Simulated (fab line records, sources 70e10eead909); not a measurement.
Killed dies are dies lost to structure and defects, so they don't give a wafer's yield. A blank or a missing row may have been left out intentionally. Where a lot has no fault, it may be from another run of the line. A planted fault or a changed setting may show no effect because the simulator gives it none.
One fault through the eyes of 2 desks | flow nand harc | only its own numbers are on each desk; what lay behind them is given at the end

## THE DEFECT DESK
Lot by lot, what the route's inspections counted, given as the mean of those sampled wafers with a number. A lot is out of limits, marked OUT, if its mean lies more than 4 standard deviations from the usual mean; the brackets give that distance.
Columns: A = raw defect count at NHARC_P_M2_INSPECT_11, usual 4.0
lot  | first seen here | A
L869 | day 6 10:50     | 4.3
L874 | day 7 16:31     | 4.3
L877 | day 8 05:42     | 2.0
L876 | day 8 10:41     | 3.7
L881 | day 9 11:30     | 5.0
L884 | day 10 02:11    | 4.3
L885 | day 10 08:19    | 4.7
L886 | day 10 08:50    | 823.3 (+99 or more) OUT
L887 | day 10 16:01    | 1.7
L892 | day 11 19:09    | 2.3
L891 | day 11 22:04    | 3.7
This desk's verdict: out of limits on L886, starting with L886 at day 10 08:50 (raw defect count at NHARC_P_M2_INSPECT_11). In limits: L869, L874, L877, L876, L881, L884, L885, L887, L892, L891.

## TOOL OWNER'S DESK, pecvd-02
The tool's own readings at NHARC_P_M1_PRE_CLEAN_32 (time 12 s): means of the sampled wafers that have a number, for each lot that ran on this tool. A lot is out of limits, marked OUT, if its mean lies more than 4 standard deviations from the usual mean; the brackets give that distance.
Columns: A = heater power w at NHARC_P_M1_PRE_CLEAN_32, usual 629 W
lot  | first seen here | A
L869 | day 6 09:24     | 594
L877 | day 8 04:15     | 619
L876 | day 8 09:17     | 565
L881 | day 9 10:01     | 632
L885 | day 10 06:54    | 653
L886 | day 10 07:28    | 674
Finding of this desk: none of the 6 lots has anything out of limits.

## TAKEN TOGETHER
The defect desk could have raised an alarm at day 10 08:50, on L886.
Nothing out of limits was seen by the tool owner's desk.
On record at the tool owner's desk: L886, within its limits.
On pecvd-02, each named lot ran NHARC_P_M1_PRE_CLEAN_32.

## WHAT THE SIMULATOR HAD PUT IN
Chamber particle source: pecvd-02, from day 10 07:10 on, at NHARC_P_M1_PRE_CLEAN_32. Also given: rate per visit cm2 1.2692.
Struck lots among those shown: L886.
Hours from the fault's start to each desk's first reading out of limits: the defect desk, 2.
